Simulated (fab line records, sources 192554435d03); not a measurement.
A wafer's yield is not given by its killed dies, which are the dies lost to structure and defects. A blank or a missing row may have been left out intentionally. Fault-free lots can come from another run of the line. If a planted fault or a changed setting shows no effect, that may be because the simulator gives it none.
fab line records | flow n5-finfet
record lots=11 wafers=33 last-day=17
route steps=1938 shown BEOL_M15@1784
lots with no fault: from the same line, run without faults
start-h: hours from the record's first day to the start of the lot's first wafer shown | wait-h: how many hours have passed since the lot's step before this one | " as in the row above | L1.1+2: several wafers, shown together as one row | - no value present, or no start provided | * or withheld: withheld | < > ~ a bound
route shown NAME@n: a module of which the file shows steps, and the number in the route of the first | usual: mean/standard deviation taken from wafers without a fault | same: alike in all rows | chamber/n: place in a boat | sites: readings site by site | _std_site: their standard deviation | _edge_site: mean of outer sites minus mean of inner sites | radius-mm: for every site, how far away it sits from the centre of the wafer | mask NAME#n: copy n | behind: the last tool/chamber to shape the wafer | hold: the reason the lot was held/the length of the hold in hours/how it ended | device: transistor that didn't switch, given as n, p or np | end of line: tests run on the same wafers once the route is complete | where a step has no rows: the recipe by itself | killed: the dies lost at the first sort to structure and to defects; this is not the yield of the wafer | map: a wafer's dies, x killed, . not, _ none there
set.NAME: the setting the step ran with; set.NAME@STEP: the setting that earlier step ran with | model.NAME: the simulator's own value behind a step, which no gauge read
route steps across a sampled set of lots; one table per step, one row per wafer
services: from which hour (start-h, from the record's first day; less than 0 if before it) a tool's chamber was out of use, for how many hours, and why
## steps
# step N5_BEOL_M15_OVL_MEAS_11
# recipe points-per-wafer=44
# usual V14_OVL=-1/5.9
# columns lot.wafer tool chamber start-h wait-h V14_OVL[nm]
L780.2 overlay-01 0 255.48 0.0 -1
L780.5 " 0 " " 1
L780.6 " 0 " " -4
L781.3 overlay-02 0 257.30 0.0 -2
L781.4 " 0 " " -8
L781.5 " 0 " " 2
L782.2 overlay-02 0 259.87 0.0 -2
L782.4 " 0 " " 2
L782.6 " 0 " " -4
L784.1 overlay-02 0 280.01 0.0 6
L784.3 " 0 " " 12
L784.6 " 0 " " 12
L789.1 overlay-02 0 292.59 0.0 6
L789.2 " 0 " " 1
L789.4 " 0 " " 0
L796.1 overlay-02 0 331.24 0.0 -3
L796.3 " 0 " " -3
L796.6 " 0 " " -12
L797.4 overlay-01 0 341.51 0.0 2
L797.5 " 0 " " 0
L797.6 " 0 " " -2
L795.2 overlay-02 0 341.66 0.0 -5
L795.3 " 0 " " -1
L795.6 " 0 " " -1
L798.1 overlay-02 0 355.95 0.0 -1
L798.4 " 0 " " -1
L798.6 " 0 " " -10
L799.1 overlay-02 0 369.93 0.0 -9
L799.4 " 0 " " 0
L799.5 " 0 " " -3
L803.1 overlay-02 0 384.47 0.0 0
L803.4 " 0 " " 2
L803.5 " 0 " " -6
# step N5_BEOL_M15_PRE_CLEAN_42
# recipe gas=H2/He time-s=30 temp-c=300
# usual heater-power-w=477/48
# columns lot.wafer tool chamber start-h wait-h heater-power-w
L780.2 pvd-sputter-02 - 259.14 0.0 536
L780.5 " - " " 451
L780.6 " - " " 532
L782.2 pvd-sputter-02 - 263.94 0.0 415
L782.4 " - " " 558
L782.6 " - " " 454
L781.3 pvd-sputter-01 - 263.97 0.0 525
L781.4 " - " " 394
L781.5 " - " " 516
L784.1 pvd-sputter-03 - 283.43 0.0 404
L784.3 " - " " 537
L784.6 " - " " 426
L789.1 pvd-sputter-02 - 298.46 0.0 555
L789.2 " - " " 501
L789.4 " - " " 422
L796.1 pvd-sputter-03 - 336.81 0.0 496
L796.3 " - " " 448
L796.6 " - " " 425
L797.4 pvd-sputter-03 - 345.70 0.0 482
L797.5 " - " " 420
L797.6 " - " " 520
L795.2 pvd-sputter-02 - 346.88 0.0 528
L795.3 " - " " 406
L795.6 " - " " 541
L798.1 pvd-sputter-02 - 359.90 0.0 503
L798.4 " - " " 414
L798.6 " - " " 427
L799.1 pvd-sputter-01 - 374.79 0.0 524
L799.4 " - " " 400
L799.5 " - " " 453
L803.1 pvd-sputter-03 - 387.54 0.0 493
L803.4 " - " " 537
L803.5 " - " " 539
# step N5_BEOL_M15_SPUTTER_43
# recipe material=TaN target-thk-a=150 temp-c=50 bias-v=168.6 power-w=15000 chamber-pressure-pa=0.12 time-s=24.19
# usual cathode-dc-power-W=15000/2.7 throttle-valve-pct=29.7/1.2
# columns lot.wafer tool chamber start-h wait-h cathode-dc-power-W throttle-valve-pct
L780.2 pvd-sputter-02 - 259.18 0.0 15002 29.6
L780.5 " - " " 14998 28.0
L780.6 " - " " 15002 30.0
L782.2 pvd-sputter-02 - 263.98 0.0 15004 29.8
L782.4 " - " " 15002 29.9
L782.6 " - " " 15002 27.8
L781.3 pvd-sputter-01 - 264.01 0.0 15006 31.1
L781.4 " - " " 15001 28.3
L781.5 " - " " 14998 31.1
L784.1 pvd-sputter-03 - 283.47 0.0 15002 32.2
L784.3 " - " " 15001 29.9
L784.6 " - " " 15001 28.0
L789.1 pvd-sputter-02 - 298.50 0.0 14998 29.6
L789.2 " - " " 15002 29.2
L789.4 " - " " 14996 29.4
L796.1 pvd-sputter-03 - 336.85 0.0 14999 31.5
L796.3 " - " " 15007 27.8
L796.6 " - " " 15002 32.4
L797.4 pvd-sputter-03 - 345.74 0.0 15001 31.5
L797.5 " - " " 15003 32.3
L797.6 " - " " 14995 29.8
L795.2 pvd-sputter-02 - 346.92 0.0 18747 29.9
L795.3 " - " " 18747 29.6
L795.6 " - " " 18746 29.7
L798.1 pvd-sputter-02 - 359.94 0.0 18747 29.3
L798.4 " - " " 18745 29.5
L798.6 " - " " 18750 29.7
L799.1 pvd-sputter-01 - 374.83 0.0 14996 31.0
L799.4 " - " " 15004 28.2
L799.5 " - " " 14998 29.0
L803.1 pvd-sputter-03 - 387.58 0.0 14999 31.7
L803.4 " - " " 14999 29.7
L803.5 " - " " 15001 29.8
# step N5_BEOL_M15_CMP_49
# recipe stop-on=SiO2 t-overpolish-s=4.9 down-force-psi=2 platen-rpm=80 clearing-platen-down-force-psi=2 clearing-platen-rpm=80 post-cmp-clean=cu-alkaline target-thk-nm=850 clearing-platen-pad-velocity-m-s=1.5917 pad-velocity-m-s=1.5917
# usual barrier-field-endpoint-s=11.41/0.2 motor-current-A=8.3/0.86 retaining-ring-pressure-frac=1.000/0.0046
# columns lot.wafer tool chamber start-h wait-h barrier-field-endpoint-s motor-current-A retaining-ring-pressure-frac
L780.2 cmp-04 2 260.90 0.3 11.57 9.6 0.999
L780.6 " 3 " " 11.71 7.7 0.996
L780.5 " 0 " " 11.59 8.2 0.996
L781.4 cmp-02 0 264.83 0.1 11.20 7.9 0.987
L781.3 " 2 " " 11.47 7.1 1.001
L781.5 " 0 " " 11.19 7.8 0.994
L782.4 cmp-04 3 265.15 0.2 11.67 8.1 0.995
L782.2 " 1 " " 11.87 10.0 0.999
L782.6 " 3 " " 11.69 8.2 0.998
L784.3 cmp-01 1 284.80 0.2 11.32 8.0 0.992
L784.1 " 0 " " 11.37 8.9 1.005
L784.6 " 2 " " 11.09 7.1 1.000
L789.2 cmp-02 2 299.64 0.2 11.19 7.2 1.001
L789.1 " 3 " " 11.31 8.8 0.987
L789.4 " 0 " " 11.30 7.9 0.997
L796.1 cmp-01 3 338.40 0.3 11.33 8.4 1.004
L796.3 " 0 " " 11.45 8.7 1.000
L796.6 " 3 " " 11.47 8.2 0.999
L797.4 cmp-04 3 346.67 0.2 11.70 8.3 0.988
L797.6 " 0 " " 11.71 8.3 1.009
L797.5 " 1 " " 11.58 10.6 1.007
L795.3 cmp-01 1 347.73 0.2 12.86 7.8 1.000
L795.2 " 3 " " 12.73 7.8 1.006
L795.6 " 1 " " 12.88 7.7 1.003
L798.4 cmp-02 0 361.00 0.4 12.55 7.5 1.006
L798.1 " 1 " " 12.84 8.2 1.001
L798.6 " 2 " " 12.84 7.4 0.990
L799.1 cmp-02 0 375.74 0.3 11.39 7.7 0.997
L799.4 " 2 " " 11.24 7.5 1.000
L799.5 " 3 " " 11.60 8.4 0.999
L803.4 cmp-02 3 388.54 0.2 11.12 8.3 0.995
L803.1 " 0 " " 11.01 7.7 1.004
L803.5 " 2 " " 11.17 7.1 1.002
# step N5_BEOL_M15_INSPECT_55
# recipe inspect-instrument=darkfield mode=post-dep
# usual raw-defect-count=71/25
# columns lot.wafer tool chamber start-h wait-h raw-defect-count
L780.2 defect-inspect-01 - 261.23 0.0 67
L780.5 " - " " 40
L780.6 " - " " 36
L781.3 defect-inspect-01 - 265.28 0.0 87
L781.4 " - " " 79
L781.5 " - " " 63
L782.2 defect-inspect-02 - 265.56 0.0 121
L782.4 " - " " 77
L782.6 " - " " 69
L784.1 defect-inspect-01 - 285.25 0.0 102
L784.3 " - " " 94
L784.6 " - " " 44
L789.1 defect-inspect-02 - 300.05 0.0 111
L789.2 " - " " 70
L789.4 " - " " 98
L796.1 defect-inspect-02 - 338.85 0.0 67
L796.3 " - " " 82
L796.6 " - " " 49
L797.4 defect-inspect-02 - 347.01 0.0 80
L797.5 " - " " 73
L797.6 " - " " 74
L795.2 defect-inspect-02 - 348.18 0.0 83
L795.3 " - " " 71
L795.6 " - " " 95
L798.1 defect-inspect-01 - 361.38 0.0 54
L798.4 " - " " 85
L798.6 " - " " 88
L799.1 defect-inspect-01 - 376.15 0.0 49
L799.4 " - " " 80
L799.5 " - " " 59
L803.1 defect-inspect-02 - 388.92 0.0 60
L803.4 " - " " 86
L803.5 " - " " 90
## services
# columns tool chamber start-h hours kind
cmp-02 - 238.64 4.0 pm
cmp-02 - 242.64 - consumable-replace:conditioner
cmp-02 - 242.64 - consumable-replace:pad
cmp-04 - 265.89 4.0 pm
cmp-04 - 269.89 - consumable-replace:conditioner
cmp-04 - 269.89 - consumable-replace:pad
cmp-04 - 288.90 1.0 repair
cmp-01 - 304.58 3.6 pm
cmp-01 - 308.18 7.7 pm
cmp-02 - 310.75 10.9 pm
pvd-sputter-01 - 347.55 1.5 repair
cmp-01 - 376.75 4.0 pm
cmp-01 - 380.75 - consumable-replace:conditioner
cmp-01 - 380.75 - consumable-replace:pad
cmp-02 - 381.16 4.7 pm
cmp-04 - 388.15 4.8 pm
## key
first-sign step=N5_BEOL_M15_SPUTTER_43 reading=cathode-dc-power-W direction=up sigmas=99+ usual=* struck=*
effect step=N5_BEOL_M15_CMP_49 reading=barrier-field-endpoint-s direction=up sigmas=6.8 usual=11.41 struck=12.78
met-at N5_BEOL_M15_SPUTTER_43
struck-lots L795,L798
not-acting-at N5_BEOL_M15_OVL_MEAS_11,N5_BEOL_M15_PRE_CLEAN_42,N5_BEOL_M15_INSPECT_55
onset-between 298.50 346.92
fault kind=process-parameter-drift tool=pvd-sputter-02 chamber=- onset-h=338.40 steps=N5_BEOL_M15_SPUTTER_43 channel=power-w offset=* shape=step end-h=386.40 acts-in=* stated=*
